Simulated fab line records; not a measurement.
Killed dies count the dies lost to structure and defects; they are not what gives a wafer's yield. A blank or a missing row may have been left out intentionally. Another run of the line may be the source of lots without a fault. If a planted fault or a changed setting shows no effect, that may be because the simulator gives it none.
Struck lot and sound lot, side by side -- flow n5-finfet -- 15 out of 1938 route steps
Sound: wafers L307.1, L307.2, L307.3. Struck: wafer L325.4 (left out: L325.3, a lot-mate that was not struck); the cause follows at the end.
Per side, at each step with rows, come the tool, then ch with its chambers, and then its first start. Under that, the readings that differ: sound wafers -- struck wafers -- difference of the means -- sigmas: that difference in standard deviations of wafers without a fault.
alike: readings whose means differ by less than 2 such deviations, and words and numbers that are the same on both sides. not compared: withheld readings, readings that some wafer has no value for, bounds like >300 that may hide the same value, and numbers for which the record gives no deviation and whose values overlap.
A row with sigmas, a row that says differs or no value, or rows on one side alone: a step with any of these is where the two part. Non-overlapping numbers with no deviation appear without sigmas and do not part them. A reading that every wafer of one side lacks parts them only if that side has two wafers or more.

first, 7 steps without rows for these wafers: N5_BEOL_M1_COAT_76 (time 60 s, resist thk 5 nm); N5_BEOL_M1_COAT_22 (resist thk 30 nm); N5_BEOL_M1_EBR_24; N5_BEOL_M1_SOFTBAKE_23 (time 60 s); N5_BEOL_M1_EXPOSE_25 (exposes mask V0, defocus 5 nm, target cd 24 nm); N5_BEOL_M1_PEB_26 (peb time 60 s); N5_BEOL_M1_DEVELOP_27 (develop time 30 s).
N5_BEOL_M1_CD_MEAS_28: target cd y 23.3 nm.
  sound on cd-sem-01 ch 0, day 6 17:44; struck on cd-sem-03 ch 0, day 10 18:43
  alike: cd-nm
N5_BEOL_M1_OVL_MEAS_29:
  sound on overlay-02 ch 0, day 6 17:46; struck on overlay-02 ch 0, day 10 18:46
  alike: V0_OVL
N5_BEOL_M1_INSPECT_30: inspects for defects (brightfield).
  sound on defect-inspect-02, day 6 17:49; struck on defect-inspect-01, day 10 18:49
  alike: raw-defect-count
N5_BEOL_M1_DESCUM_33: chemistry O2, time 7 s.
  sound on rie-diel-06 ch 0,2,3, day 6 17:51; struck on rie-diel-03 ch 3, day 10 18:50
reading,sound,struck,difference,sigmas
rf-vpp-V (V),243.3 243.8 243.1,240.7,-2.7,-2
  alike: drypump-motor-current-A, oes-product-au, showerhead-plenum-p-Torr, throttle-valve-pct
  not compared: rf-hours-counter-h
N5_BEOL_M1_ETCH_77: etches underlayer in N2/H2, target depth 6.5 nm, time 5.2 s.
  sound on rie-diel-06 ch 0,2,3, day 6 17:53; struck on rie-diel-03 ch 3, day 10 18:53
  alike: drypump-motor-current-A, etch-rf-on-time-s, oes-product-au, rf-vpp-V, showerhead-plenum-p-Torr, throttle-valve-pct
  not compared: rf-hours-counter-h
N5_BEOL_M1_ETCH_69: etches SiARC in CF4, target depth 15.6 nm, time 26 s.
  sound on rie-diel-06 ch 0,2,3, day 6 17:54; struck on rie-diel-03 ch 3, day 10 18:53
reading,sound,struck,difference,sigmas
etch-rf-on-time-s (s),25.5 25.8 25.9,19.9,-5.8,-15
oes-product-au (a.u.),0.70 0.68 0.60,0.80,+0.14,+2
rf-vpp-V (V),184.6 184.1 182.4,181.2,-2.5,-2
  alike: drypump-motor-current-A, showerhead-plenum-p-Torr, throttle-valve-pct
  not compared: rf-hours-counter-h
N5_BEOL_M1_ALD_98: deposits SiO2, target thk 2.5 nm, pulse time 1 s, co reactant pulse time 1 s.
  sound on ald-sin-02 ch 0,1,3, day 6 18:08; struck on ald-sin-04 ch 0, day 10 18:59
  alike: heater-power-w, precursor-pulse-height-rel
-- a jump in the record: the struck wafers' starts before and after are 6 days apart (it breaks off in module BEOL_M1 and resumes in module BEOL_M4, where the first step shown is number 1111 of the route) --
N5_BEOL_M4_RC_MEAS_101:
  sound on prober-01 ch 0, day 10 12:23; struck on prober-02 ch 0, day 17 06:22
reading,sound,struck,difference,sigmas
ION_P (uA/um),458 450 466,471,+13,+2
  alike: DIBL_N, DIBL_P, IOFF_N, IOFF_P, ION_N, SS_N, SS_P, VT_N, VT_P

WHERE THEY PART
Earliest at N5_BEOL_M1_DESCUM_33; latest, in this record, at N5_BEOL_M4_RC_MEAS_101.

WHY: whatever the simulator had introduced
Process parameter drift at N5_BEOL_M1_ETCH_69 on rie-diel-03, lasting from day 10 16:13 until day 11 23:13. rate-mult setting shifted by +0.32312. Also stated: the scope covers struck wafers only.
